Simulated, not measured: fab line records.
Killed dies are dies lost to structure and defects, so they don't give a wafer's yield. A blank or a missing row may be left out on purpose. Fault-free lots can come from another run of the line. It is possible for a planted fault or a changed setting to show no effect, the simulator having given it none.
fab line records	flow nandHarc
record lots=6	wafers=18	lastDay=23
route steps=1159 shown P_M1@296 P_M2@318 END@1159
lots untouched by any fault: they come from a run of this same line in which no faults occurred
startH: start of the lot's first displayed wafer, in hours after the record's first day	waitH: how many hours have passed since the lot's step before this one	" same as the row above	L1.1+2: a row that stands for several wafers	- no value present, or no start provided	* or withheld: withheld	< > ~ a bound
route shown NAME@n: names a module that has steps shown in the file, with the first one's number in the route	usual: the fault-free wafers' mean and standard deviation	same: alike in all rows	chamber/n: place in a boat	sites: each site's reading	_std_site: how widely they spread, as a standard deviation	_edge_site: inner sites' mean taken away from outer sites' mean	radiusMm: how far each site lies from the wafer's centre	mask NAME#n: copy n	behind: the last tool/chamber to shape the wafer	hold: why the lot was held/for how many hours/how that ended	device: which transistor (n, p or np) failed to switch	end of line: the same wafers' tests at the end of the route	where a step has no rows: the recipe by itself	killed: the dies lost at the first sort to structure and to defects; this is not the yield of the wafer	map: per-die view of a wafer (x killed, . not killed, _ where there is no die)
set.NAME: the setting as run; set.NAME@STEP: as run at that earlier step	model.NAME: the simulator's own value behind a step, which no gauge read
a table for each step, a row for each wafer; lots at some steps of the route
services: from which hour (startH, from the record's first day; less than 0 if before it) a tool's chamber was out of use, for how many hours, and why
## steps
# step NHARC_P_M1_OVL_MEAS_10
# recipe pitchNm=260
# usual overlayXNm=0.0/0.86	overlayYNm=-0.1/0.75
lot.wafer	tool	chamber	startH	waitH	overlayXNm	overlayYNm
L487.1	overlay-01	-	122.42	-	-0.6	0.4
L487.5	"	-	"	"	-0.7	0.4
L487.6	"	-	"	"	-0.4	0.0
L490.1	overlay-01	-	147.68	-	-1.2	-0.5
L490.3	"	-	"	"	-2.0	-0.6
L490.4	"	-	"	"	-1.0	-0.9
L496.1	overlay-02	-	183.11	-	0.9	-0.4
L496.2	"	-	"	"	0.3	-0.4
L496.3	"	-	"	"	0.4	-1.1
L497.1	overlay-01	-	197.61	-	-0.6	-0.2
L497.4	"	-	"	"	-0.7	-0.6
L497.6	"	-	"	"	-0.5	-0.1
L500.2	overlay-02	-	205.88	-	1.4	-0.6
L500.3	"	-	"	"	1.2	-0.3
L500.4	"	-	"	"	2.1	-0.5
L503.2	overlay-01	-	225.76	-	0.5	-0.1
L503.3	"	-	"	"	0.5	0.1
L503.5	"	-	"	"	-0.3	0.5
# step NHARC_P_M1_INSPECT_11
# usual rawDefectCount=3.7/2.3
lot.wafer	tool	chamber	startH	waitH	rawDefectCount
L487.1	defectInspect-01	-	122.45	0.0	3
L487.5	"	-	"	"	4
L487.6	"	-	"	"	3
L490.1	defectInspect-01	-	147.72	0.0	3
L490.3	"	-	"	"	2
L490.4	"	-	"	"	5
L496.1	defectInspect-01	-	183.15	0.0	4
L496.2	"	-	"	"	5
L496.3	"	-	"	"	12
L497.1	defectInspect-01	-	197.65	0.0	4
L497.4	"	-	"	"	3
L497.6	"	-	"	"	2
L500.2	defectInspect-02	-	205.92	0.0	3
L500.3	"	-	"	"	5
L500.4	"	-	"	"	6
L503.2	defectInspect-01	-	225.80	0.0	2
L503.3	"	-	"	"	2
L503.5	"	-	"	"	0
# step NHARC_P_M1_DESCUM_14
# recipe timeS=3	o2FlowSccm=200	arFlowSccm=0	biasPowerW=0	chemistry=O2
# step NHARC_P_M1_ETCH_35
# recipe targetDepthA=400	overetchA=120	timeS=43.94	ionEnergyEv=200	n2FlowSccm=150	h2FlowSccm=150	arFlowSccm=0	rfW=400	biasW=150	chemistry=N2/H2
# step NHARC_P_M1_ETCH_15
# recipe targetDepthA=1825	timeS=91.2	c4f8FlowSccm=withheld	arFlowSccm=400	rfW=600	biasW=300	chemistry=C4F8/Ar
# step NHARC_P_M1_CD_MEAS_16
# usual cdNm=129.8/0.93
lot.wafer	tool	chamber	startH	waitH	cdNm
L487.1	cdSem-02	-	122.86	-	128.3
L487.5	"	-	"	"	129.9
L487.6	"	-	"	"	129.2
L490.1	cdSem-01	-	148.08	-	130.2
L490.3	"	-	"	"	128.7
L490.4	"	-	"	"	129.7
L496.1	cdSem-03	-	183.52	-	132.1
L496.2	"	-	"	"	129.8
L496.3	"	-	"	"	130.3
L497.1	cdSem-01	-	198.02	-	130.1
L497.4	"	-	"	"	129.7
L497.6	"	-	"	"	129.7
L500.2	cdSem-02	-	206.28	-	130.1
L500.3	"	-	"	"	130.9
L500.4	"	-	"	"	129.9
L503.2	cdSem-01	-	226.17	-	129.1
L503.3	"	-	"	"	131.3
L503.5	"	-	"	"	129.7
# step NHARC_P_M1_STRIP_18
# recipe powerW=1000	n2FlowSccm=150	h2FlowSccm=150	arFlowSccm=0	biasW=0	chemistry=N2/H2
# step NHARC_P_M1_ETCH_28
# recipe targetDepthA=300	overEtchFrac=0.3	timeS=72.99	ionEnergyEv=150	cf4FlowSccm=50	n2FlowSccm=100	arFlowSccm=150	rfW=300	biasW=100	chemistry=CF4/N2
# step NHARC_P_M1_STRIP_19
# recipe timeS=600	tempC=30	chemistry=postEtchResidueRemover
# step NHARC_P_M1_DEGAS_29
# recipe tempC=250	timeS=60
# usual heaterPowerW=340/45
lot.wafer	tool	chamber	startH	waitH	heaterPowerW
L487.1	pvdSputter-01	-	123.61	-	318
L487.6	"	-	"	"	470
L487.5	"	-	"	"	326
L490.1	pvdSputter-02	-	148.79	-	291
L490.4	"	-	"	"	325
L490.3	"	-	"	"	297
L496.3	pvdSputter-03	-	184.25	-	357
L496.2	"	-	"	"	389
L496.1	"	-	"	"	297
L497.1	pvdSputter-02	-	198.74	-	327
L497.4	"	-	"	"	361
L497.6	"	-	"	"	356
L500.4	pvdSputter-02	-	207.01	-	361
L500.2	"	-	"	"	292
L500.3	"	-	"	"	322
L503.3	pvdSputter-02	-	226.90	-	271
L503.2	"	-	"	"	311
L503.5	"	-	"	"	391
# step NHARC_P_M1_PRE_CLEAN_30
# recipe timeS=30	tempC=280	gas=H2/He
# usual heaterPowerW=416/59
lot.wafer	tool	chamber	startH	waitH	heaterPowerW
L487.1	pvdSputter-01	-	-	-	419
L487.5	"	-	"	"	398
L487.6	"	-	"	"	430
L490.1	pvdSputter-02	-	-	-	345
L490.3	"	-	"	"	350
L490.4	"	-	"	"	385
L496.3	pvdSputter-03	-	-	-	435
L496.2	"	-	"	"	482
L496.1	"	-	"	"	358
L497.4	pvdSputter-02	-	-	-	430
L497.1	"	-	"	"	375
L497.6	"	-	"	"	445
L500.2	pvdSputter-02	-	-	-	390
L500.3	"	-	"	"	441
L500.4	"	-	"	"	367
L503.3	pvdSputter-02	-	-	-	386
L503.2	"	-	"	"	469
L503.5	"	-	"	"	343
# step NHARC_P_M1_PVD_20
# recipe targetThkA=50	biasV=168.6	powerW=15000	chamberPressurePa=0.12	timeS=8.06	substrateTempC=50	material=TaN
# step NHARC_P_M1_PVD_21
# recipe targetThkA=300	chamberPressurePa=5	powerW=5000	substrateTempC=30	timeS=20.49	material=Cu
# usual throttleValvePct=30.2/0.96
lot.wafer	tool	chamber	startH	waitH	throttleValvePct
L487.1	pvdSputter-01	-	123.82	-	30.5
L487.6	"	-	"	"	30.3
L487.5	"	-	"	"	30.7
L490.3	pvdSputter-02	-	149.03	-	28.6
L490.1	"	-	"	"	28.5
L490.4	"	-	"	"	29.9
L496.3	pvdSputter-03	-	184.46	-	32.0
L496.2	"	-	"	"	29.6
L496.1	"	-	"	"	31.3
L497.1	pvdSputter-02	-	198.99	-	28.6
L497.4	"	-	"	"	29.8
L497.6	"	-	"	"	29.8
L500.2	pvdSputter-02	-	207.25	-	29.8
L500.3	"	-	"	"	28.7
L500.4	"	-	"	"	28.6
L503.3	pvdSputter-02	-	227.12	-	30.2
L503.2	"	-	"	"	28.4
L503.5	"	-	"	"	30.4
# step NHARC_P_M1_ECD_22
# recipe targetThkA=4000	bathTempC=25	material=Cu
# step NHARC_P_M1_ANNEAL_31
# recipe tempC=225	timeS=90
# usual wafer_temp_C_max=226.2/0.48
lot.wafer	tool	chamber	startH	waitH	wafer_temp_C_max
L487.1	rtpAnneal-01	0	124.32	-	226.4
L487.5	"	0	"	"	226.5
L487.6	"	0	"	"	226.4
L490.1	rtpAnneal-01	0	149.53	0.3	226.3
L490.3	"	0	"	"	226.4
L490.4	"	0	"	"	226.2
L496.1	rtpAnneal-02	0	185.01	0.3	226.0
L496.2	"	0	"	"	226.1
L496.3	"	0	"	"	226.4
L497.1	rtpAnneal-02	0	199.49	-	225.4
L497.4	"	0	"	"	226.0
L497.6	"	0	"	"	225.5
L500.2	rtpAnneal-01	0	207.82	-	226.7
L500.3	"	0	"	"	226.3
L500.4	"	0	"	"	226.4
L503.2	rtpAnneal-02	0	227.69	-	226.4
L503.3	"	0	"	"	225.9
L503.5	"	0	"	"	226.0
# step NHARC_P_M1_CMP_23
# recipe tOverpolishS=20	targetThkNm=157.82
# step NHARC_P_M1_SRD_25
# step NHARC_P_M1_PRE_CLEAN_32
# recipe timeS=12	tempC=370	rfPowerW=300	gas=NH3
# usual heaterPowerW=596/75
lot.wafer	tool	chamber	startH	waitH	heaterPowerW
L487.1	pecvd-04	0	125.24	0.1	609
L487.6	"	1	"	"	603
L487.5	"	0	"	"	624
L490.1	pecvd-03	1	150.43	0.1	561
L490.3	"	0	"	"	649
L490.4	"	1	"	"	563
L496.3	pecvd-03	0	185.90	0.1	667
L496.2	"	1	"	"	617
L496.1	"	2	"	"	511
L497.1	pecvd-03	2	200.40	0.1	488
L497.6	"	2	"	"	513
L497.4	"	0	"	"	637
L500.2	pecvd-04	1	208.65	0.1	587
L500.3	"	0	"	"	645
L500.4	"	2	"	"	489
L503.2	pecvd-03	0	228.59	0.1	683
L503.3	"	1	"	"	613
L503.5	"	0	"	"	713
# step NHARC_P_M1_DEP_33
# recipe targetThkA=300	tempC=370	targetThkNm=30	pressureTorr=3	flowSccm=200	rfW=450	material=SiCN
# usual chamberPressureTorr=3.000/0.0064	heaterPowerW=553/66	showerheadVppV=1298/45
lot.wafer	tool	chamber	startH	waitH	chamberPressureTorr	heaterPowerW	showerheadVppV
L487.1	pecvd-04	0	125.37	0.1	2.991	551	1338
L487.6	"	1	"	"	3.006	621	1169
L487.5	"	0	"	"	2.997	550	1355
L490.1	pecvd-03	1	150.51	0.1	2.989	531	1248
L490.3	"	0	"	"	2.983	556	1317
L490.4	"	1	"	"	2.993	532	1245
L496.3	pecvd-03	0	185.97	0.1	2.993	609	1339
L496.2	"	1	"	"	2.998	563	1266
L496.1	"	2	"	"	3.001	461	1290
L497.1	pecvd-03	2	200.48	0.1	2.997	521	1315
L497.6	"	2	"	"	3.003	520	1285
L497.4	"	0	"	"	3.004	643	1323
L500.2	pecvd-04	1	208.73	0.1	3.003	540	1218
L500.3	"	0	"	"	3.002	569	1348
L500.4	"	2	"	"	2.989	462	1361
L503.2	pecvd-03	0	228.67	0.1	3.000	630	1336
L503.3	"	1	"	"	3.001	558	1246
L503.5	"	0	"	"	3.006	616	1320
# step NHARC_P_M2_DEP_00
# recipe targetThkA=1825	targetThkNm=182.5	tempC=withheld	pressureTorr=5	flowSccm=200	rfW=600	material=SiOC
# step NHARC_P_M2_DEHYDRATE_01
# recipe tempC=150	timeS=120
# step NHARC_P_M2_HMDS_02
# recipe timeS=30
# step NHARC_P_M2_COAT_34
# recipe tempC=200	timeS=65
# step NHARC_P_M2_COAT_03
# recipe spinRpm=1500	resistThkNm=90
# step NHARC_P_M2_SOFTBAKE_04
# recipe tempC=105	timeS=55
# step NHARC_P_M2_EBR_05
# step NHARC_P_M2_EXPOSE_06
# recipe na=1.35	targetCdNm=170	doseMj=80.78	maskId=P_M2
# step NHARC_P_M2_PEB_07
# recipe pebTempC=100	pebTimeS=65
# step NHARC_P_M2_DEVELOP_08
# recipe developTimeS=35	devTempC=23
# step NHARC_P_M2_CD_MEAS_09
# recipe targetCdNm=170	landingEnergyEv=500
# usual cdNm=170.2/0.6
lot.wafer	tool	chamber	startH	waitH	cdNm
L487.1	cdSem-03	0	126.53	-	170.5
L487.5	"	0	"	"	170.5
L487.6	"	0	"	"	170.4
L490.1	cdSem-02	0	151.89	-	168.9
L490.3	"	0	"	"	168.5
L490.4	"	0	"	"	169.4
L496.1	cdSem-02	0	187.22	-	170.6
L496.2	"	0	"	"	169.3
L496.3	"	0	"	"	170.0
L497.1	cdSem-03	0	201.58	-	170.4
L497.4	"	0	"	"	170.4
L497.6	"	0	"	"	169.6
L500.2	cdSem-01	0	209.83	-	170.5
L500.3	"	0	"	"	171.0
L500.4	"	0	"	"	171.1
L503.2	cdSem-02	0	229.89	-	170.2
L503.3	"	0	"	"	170.3
L503.5	"	0	"	"	169.8
# step NHARC_P_M2_OVL_MEAS_10
# recipe pitchNm=340
# usual overlayXNm=0.0/0.68	overlayYNm=0.2/0.95
lot.wafer	tool	chamber	startH	waitH	overlayXNm	overlayYNm
L487.1	overlay-02	-	126.62	-	-0.4	2.1
L487.5	"	-	"	"	-0.1	1.5
L487.6	"	-	"	"	-0.3	1.7
L490.1	overlay-01	-	151.97	-	0.2	-0.2
L490.3	"	-	"	"	0.3	-0.7
L490.4	"	-	"	"	0.9	-0.9
L496.1	overlay-01	-	187.31	-	0.2	0.1
L496.2	"	-	"	"	0.3	-0.2
L496.3	"	-	"	"	-0.2	0.1
L497.1	overlay-01	-	201.66	-	-0.5	-0.6
L497.4	"	-	"	"	-0.5	-1.3
L497.6	"	-	"	"	-0.7	-0.7
L500.2	overlay-02	-	209.92	-	0.3	1.5
L500.3	"	-	"	"	0.1	1.1
L500.4	"	-	"	"	0.1	1.2
L503.2	overlay-02	-	229.98	-	-1.5	1.7
L503.3	"	-	"	"	-1.4	1.9
L503.5	"	-	"	"	-1.2	2.0
# step NHARC_P_M2_DESCUM_14
# recipe timeS=3	o2FlowSccm=200	arFlowSccm=0	biasPowerW=0	chemistry=O2
# step NHARC_P_M2_ETCH_35
# recipe targetDepthA=400	overetchA=120	timeS=43.94	ionEnergyEv=200	n2FlowSccm=150	h2FlowSccm=150	arFlowSccm=0	rfW=400	biasW=150	chemistry=N2/H2
# step NHARC_P_M2_ETCH_15
# recipe targetDepthA=1825	timeS=91.2	c4f8FlowSccm=withheld	arFlowSccm=400	rfW=600	biasW=300	chemistry=C4F8/Ar
# step NHARC_P_M2_CD_MEAS_16
# usual cdNm=170.1/0.8
lot.wafer	tool	chamber	startH	waitH	cdNm
L487.1	cdSem-01	-	127.02	-	169.9
L487.5	"	-	"	"	169.6
L487.6	"	-	"	"	169.3
L490.1	cdSem-03	-	152.41	-	169.4
L490.3	"	-	"	"	167.8
L490.4	"	-	"	"	169.2
L496.1	cdSem-02	-	187.76	-	171.3
L496.2	"	-	"	"	169.7
L496.3	"	-	"	"	170.1
L497.1	cdSem-02	-	202.06	-	169.3
L497.4	"	-	"	"	170.0
L497.6	"	-	"	"	170.6
L500.2	cdSem-01	-	210.33	-	169.6
L500.3	"	-	"	"	171.0
L500.4	"	-	"	"	170.9
L503.2	cdSem-02	-	230.38	-	169.9
L503.3	"	-	"	"	170.9
L503.5	"	-	"	"	170.9
# step NHARC_P_M2_STRIP_18
# recipe powerW=1000	n2FlowSccm=150	h2FlowSccm=150	arFlowSccm=0	biasW=0	chemistry=N2/H2
# step NHARC_P_M2_ETCH_28
# recipe targetDepthA=300	overEtchFrac=0.3	timeS=72.99	ionEnergyEv=150	cf4FlowSccm=50	n2FlowSccm=100	arFlowSccm=150	rfW=300	biasW=100	chemistry=CF4/N2
# step NHARC_P_M2_STRIP_19
# recipe timeS=600	tempC=30	chemistry=postEtchResidueRemover
# step NHARC_END_SORT_01
# recipe tempC=25
# usual defectLimitedYield=95.7/1.6	killedAtArray=25/9.7	killedAtOther=0.7/0.87	killedAtPeriphery=3.3/2.3	killedDies=29/11	killedOpen=3.6/2.1	killedShort=2.3/1.7	sort_bin_2_pct=1.4/0.62	sort_bin_3_pct=0.25/0.21	sort_bin_4_pct=2.7/1	sortNPass=648/11	sortRimYieldPct=94/3.2	sortYieldPct=95.7/1.6
# same grossDies=677	sort_bin_5_pct[%]=0	sort_bin_6_pct[%]=0	sort_bin_7_pct[%]=0	sort_bin_8_pct[%]=0	sortRimNGross=106.00
lot.wafer	tool	chamber	startH	waitH	defectLimitedYield[%]	killedAtArray	killedAtOther	killedAtPeriphery	killedDies	killedOpen	killedShort	sort_bin_2_pct[%]	sort_bin_3_pct[%]	sort_bin_4_pct[%]	sortNPass	sortRimYieldPct[%]	sortYieldPct[%]
L487.1	prober-02	0	442.23	2.5	95.6	26	2	2	30	7	0	1.3	0.44	2.7	647	91	95.6
L487.5	prober-02	0	445.44	3.7	95.6	28	0	2	30	2	3	1.6	0.15	2.7	647	89	95.6
L487.6	prober-02	0	446.24	4.0	96.8	20	2	0	22	1	0	1.0	0	2.2	655	93	96.8
L490.1	prober-01	0	470.30	2.5	94.7	30	1	5	36	6	3	2.2	0.15	3.0	641	92	94.7
L490.3	prober-01	0	471.87	3.1	95.7	29	0	0	29	4	4	1.8	0.44	2.1	648	92	95.7
L490.4	prober-01	0	472.66	3.4	94.1	37	0	3	40	5	3	1.9	0	4.0	637	93	94.1
L496.1	prober-02	0	493.96	2.5	94.1	33	0	7	40	6	0	1.2	0.30	4.4	637	90	94.1
L496.2	prober-02	0	494.76	2.8	92.9	36	1	11	48	6	2	2.1	0.30	4.7	629	90	92.9
L496.3	prober-02	0	495.56	3.1	94.2	31	0	8	39	5	2	1.8	0.15	3.8	638	91	94.2
L500.2	prober-01	0	508.95	2.8	84.0	24	0	84	108	1	2	5.8	4.73	5.5	569	80	84.0
L500.3	prober-01	0	509.74	3.1	95.3	23	0	9	32	5	7	1.6	0.15	3.0	645	92	95.3
L500.4	prober-01	0	510.54	3.4	95.3	28	0	4	32	5	2	1.3	0.30	3.1	645	95	95.3
L497.1	prober-02	0	522.31	2.5	96.0	23	1	3	27	2	0	1.5	0.15	2.4	650	96	96.0
L497.4	prober-02	0	524.74	3.4	95.0	31	0	3	34	2	3	1.3	0.15	3.5	643	93	95.0
L497.6	prober-02	0	526.36	4.0	96.6	21	0	2	23	2	2	0.9	0.44	2.1	654	95	96.6
L503.2	prober-02	0	551.40	2.8	93.6	37	0	6	43	5	3	1.6	0.59	4.1	634	88	93.6
L503.3	prober-02	0	552.20	3.1	80.5	42	1	89	132	3	3	8.4	4.73	6.4	545	72	80.5
L503.5	prober-02	0	553.81	3.7	95.3	31	1	0	32	1	3	0.9	0.15	3.7	645	92	95.3
# killed by level:class
L487.1 A_CHANNEL_HOLE_D1:chamberFilmFlake=10 A_SLIT:chamberFilmFlake=8 A_CONTACT:geometricParticle:open=3 A_ONON_D1:geometricParticle:open=2 A_STAIRCASE:chamberFilmFlake=2 THIN_TSV:chamberFilmFlake=2 P_STI:geometricParticle:open=1 A_WL_FILL:geometricParticle:open=1
L487.5 A_SLIT:chamberFilmFlake=11 A_CHANNEL_HOLE_D1:chamberFilmFlake=9 A_CONTACT:chamberFilmFlake=3 P_CONTACT:geometricParticle:short=1 P_M1:geometricParticle:open=1 A_CHANNEL_FILL_D1:geometricParticle:open=1 A_CONTACT:geometricParticle:short=1 A_M1:geometricParticle:short=1
L487.6 A_CHANNEL_HOLE_D1:chamberFilmFlake=9 A_SLIT:chamberFilmFlake=9 THIN_TSV:chamberFilmFlake=2 A_M0:geometricParticle:open=1 A_CONTACT:chamberFilmFlake=1
L490.1 A_CHANNEL_HOLE_D1:chamberFilmFlake=9 A_SLIT:chamberFilmFlake=8 A_CONTACT:chamberFilmFlake=4 P_ZERO_WELL:chamberFilmFlake=2 A_M0:chamberFilmFlake=2 P_GATE:geometricParticle:open=1 P_M0:geometricParticle:open=1 A_CHANNEL_HOLE_D1:geometricParticle:open=1
L490.3 A_SLIT:chamberFilmFlake=9 A_CHANNEL_HOLE_D1:chamberFilmFlake=7 A_CONTACT:geometricParticle:open=2 A_CONTACT:chamberFilmFlake=2 A_M0:chamberFilmFlake=2 A_ONON_D1:geometricParticle:short=1 A_SGD_CUT:geometricParticle:short=1 A_WL_FILL:geometricParticle:open=1
L490.4 A_CHANNEL_HOLE_D1:chamberFilmFlake=13 A_SLIT:chamberFilmFlake=13 A_CONTACT:chamberFilmFlake=3 P_M0:geometricParticle:open=2 A_STAIRCASE:chamberFilmFlake=2 P_M0:geometricParticle:short=1 A_ONON_D1:geometricParticle:short=1 A_CONTACT:geometricParticle:open=1
L496.1 A_SLIT:chamberFilmFlake=13 A_CHANNEL_HOLE_D1:chamberFilmFlake=11 A_CONTACT:geometricParticle:open=3 P_CONTACT:chamberFilmFlake=3 P_M2:chamberFilmFlake=2 P_M0:geometricParticle:open=1 A_CHANNEL_FILL_D1:geometricParticle:open=1 A_M0:geometricParticle:open=1
L496.2 A_CHANNEL_HOLE_D1:chamberFilmFlake=14 A_SLIT:chamberFilmFlake=14 P_CONTACT:chamberFilmFlake=3 P_M0:geometricParticle:open=2 P_M2:chamberFilmFlake=2 A_CONTACT:chamberFilmFlake=2 P_CONTACT:geometricParticle:short=1 P_CONTACT:geometricParticle:open=1
L496.3 A_CHANNEL_HOLE_D1:chamberFilmFlake=10 A_SLIT:chamberFilmFlake=10 P_CONTACT:chamberFilmFlake=4 A_CONTACT:chamberFilmFlake=3 P_M0:geometricParticle:open=2 A_ONON_D1:geometricParticle:open=1 A_SGD_CUT:geometricParticle:open=1 A_SGD_CUT:geometricParticle:short=1
L500.2 P_M1:unspecified=82 A_CHANNEL_HOLE_D1:chamberFilmFlake=17 A_CONTACT:chamberFilmFlake=2 A_ONON_D1:geometricParticle:short=1 A_CONTACT:geometricParticle:open=1 A_M1:geometricParticle:short=1 P_STI:chamberFilmFlake=1 P_M0:chamberFilmFlake=1
L500.3 A_CHANNEL_HOLE_D1:chamberFilmFlake=11 A_WL_FILL:geometricParticle:short=4 A_STAIRCASE:chamberFilmFlake=3 P_M0:chamberFilmFlake=2 P_CONTACT:geometricParticle:open=1 P_CONTACT:geometricParticle:short=1 P_M0:geometricParticle:open=1 P_M0:geometricParticle:short=1
L500.4 A_CHANNEL_HOLE_D1:chamberFilmFlake=13 A_STAIRCASE:chamberFilmFlake=7 P_M0:chamberFilmFlake=3 A_CONTACT:chamberFilmFlake=2 P_CONTACT:geometricParticle:open=1 A_ONON_D1:geometricParticle:open=1 A_ONON_D1:geometricParticle:short=1 A_WL_FILL:geometricParticle:open=1
L497.1 A_CHANNEL_HOLE_D1:chamberFilmFlake=13 A_STAIRCASE:chamberFilmFlake=6 A_CONTACT:chamberFilmFlake=3 P_STI:chamberFilmFlake=2 P_M0:geometricParticle:open=1 A_CONTACT:geometricParticle:open=1 THIN_TSV:chamberFilmFlake=1
L497.4 A_CHANNEL_HOLE_D1:chamberFilmFlake=15 A_CONTACT:chamberFilmFlake=11 A_STAIRCASE:chamberFilmFlake=3 P_GATE:geometricParticle:short=1 P_CONTACT:geometricParticle:open=1 P_M0:geometricParticle:short=1 A_CONTACT:geometricParticle:open=1 A_BLC:geometricParticle:short=1
L497.6 A_CHANNEL_HOLE_D1:chamberFilmFlake=12 A_STAIRCASE:chamberFilmFlake=5 A_CONTACT:chamberFilmFlake=2 P_GATE:geometricParticle:open=1 P_CONTACT:geometricParticle:short=1 A_CHANNEL_HOLE_D1:geometricParticle:open=1 A_SLIT:geometricParticle:short=1
L503.2 A_SLIT:chamberFilmFlake=16 A_CHANNEL_HOLE_D1:chamberFilmFlake=14 P_CONTACT:geometricParticle:open=2 P_M0:geometricParticle:open=2 A_CONTACT:chamberFilmFlake=2 P_M0:geometricParticle:short=1 A_CHANNEL_FILL_D1:geometricParticle:short=1 A_WL_FILL:geometricParticle:short=1
L503.3 P_M1:unspecified=86 A_SLIT:chamberFilmFlake=17 A_CHANNEL_HOLE_D1:chamberFilmFlake=12 A_STAIRCASE:chamberFilmFlake=4 A_CHANNEL_FILL_D1:geometricParticle:short=3 A_CONTACT:chamberFilmFlake=3 A_CHANNEL_FILL_D1:geometricParticle:open=2 P_STI:chamberFilmFlake=2
L503.5 A_SLIT:chamberFilmFlake=13 A_CHANNEL_HOLE_D1:chamberFilmFlake=12 A_ZERO_WELL:chamberFilmFlake=2 A_ONON_D1:geometricParticle:short=1 A_WL_FILL:geometricParticle:short=1 A_M0:geometricParticle:open=1 STARTING-WAFER:geometricParticle:short=1 A_WL_FILL:chamberFilmFlake=1
# map L500.2 (x killed, . not)
____________.____________
_________......._________
_______......x..xx_______
______......x...x..______
_____...........x.xx_____
____........xxxxxx...____
____...........xx...x____
___...............xx..___
___..............x....___
__.....................__
__xxxx.................__
_xxxxx.................._
_xxxxxx................._
_xxxxxx.......x........._
_xxxxxx................._
_xxxxxx.x..............._
xxxxxxxx.................
xxxxxxx..................
xxxxxxx..................
xxxxxxx...x..............
xxxxxxx..................
_xxxxxx................._
_xxxx..................._
_xx..................x.._
_......................._
_.............x........._
__.........x...........__
__.....................__
___...................___
___...................___
____.................____
____.................____
_____..............._____
______.............______
_______..........._______
_________.x....._________
____________.____________
# map L503.3 (x killed, . not)
____________.____________
_________x......_________
_______x.........._______
______xx.xx........______
_____x.xxx....x..x.._____
____.xxx.............____
____..x.x...x........____
___....x..............___
___.x............x....___
__xxx....x.............__
__xxx.............x....__
_xxxxx.................x_
_xxxxx.............x...._
_xxxxxxx................_
_xxxxxx................x_
_xxxxxxx.x..........x..._
xxxxxxxx...............xx
xxxxxxxx................x
xxxxxxxx...............xx
xxxxxxx..x..............x
xxxxxxx................xx
_xxxxx................xx_
_xxxx.x.........x......x_
_...x..........x........_
_..x.x.................._
_......................._
__.....................__
__.....................__
___.................x.___
___........x..........___
____.................____
____.................____
_____..............._____
______.............______
_______....x......_______
_________......._________
____________.____________
## services
tool	chamber	startH	hours	kind
pvdSputter-02	-	100.39	1.8	repair
pecvd-03	-	111.07	13.0	pm
pecvd-03	0	111.07	13.0	ventCycle
pecvd-03	1	111.07	13.0	ventCycle
pecvd-03	2	111.07	13.0	ventCycle
pvdSputter-03	-	113.75	10.0	pm
pecvd-03	0	124.07	-	clean
pecvd-03	1	124.07	-	clean
pecvd-03	2	124.07	-	clean
pvdSputter-03	-	137.46	9.7	repair
pecvd-03	-	154.35	5.4	repair
pvdSputter-01	-	158.00	10.0	pm
pecvd-04	-	195.48	13.0	pm
pecvd-04	0	195.48	13.0	ventCycle
pecvd-04	1	195.48	13.0	ventCycle
pecvd-04	2	195.48	13.0	ventCycle
pecvd-04	0	208.48	-	clean
pecvd-04	1	208.48	-	clean
pecvd-04	2	208.48	-	clean
pvdSputter-02	-	214.00	10.0	pm
## key
firstSign step=NHARC_END_SORT_01	reading=killedAtPeriphery	direction=up	sigmas=36	usual=3.3	struck=86.5
effect step=NHARC_END_SORT_01	reading=defectLimitedYield	direction=down	sigmas=8.6	usual=95.7	struck=82.3
moreKillsBornAt NHARC_P_M1_PVD_21@pvdSputter-02=168
metAt NHARC_P_M1_PVD_21
struckWafers L500.2,L503.3
onsetBetween 198.99 207.25
fault kind=chamberParticleSource	tool=pvdSputter-02	chamber=-	onsetH=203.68	steps=NHARC_P_M1_PVD_21	ratePerVisitCm2=1.9639	endH=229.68	scope=struckWafersOnly
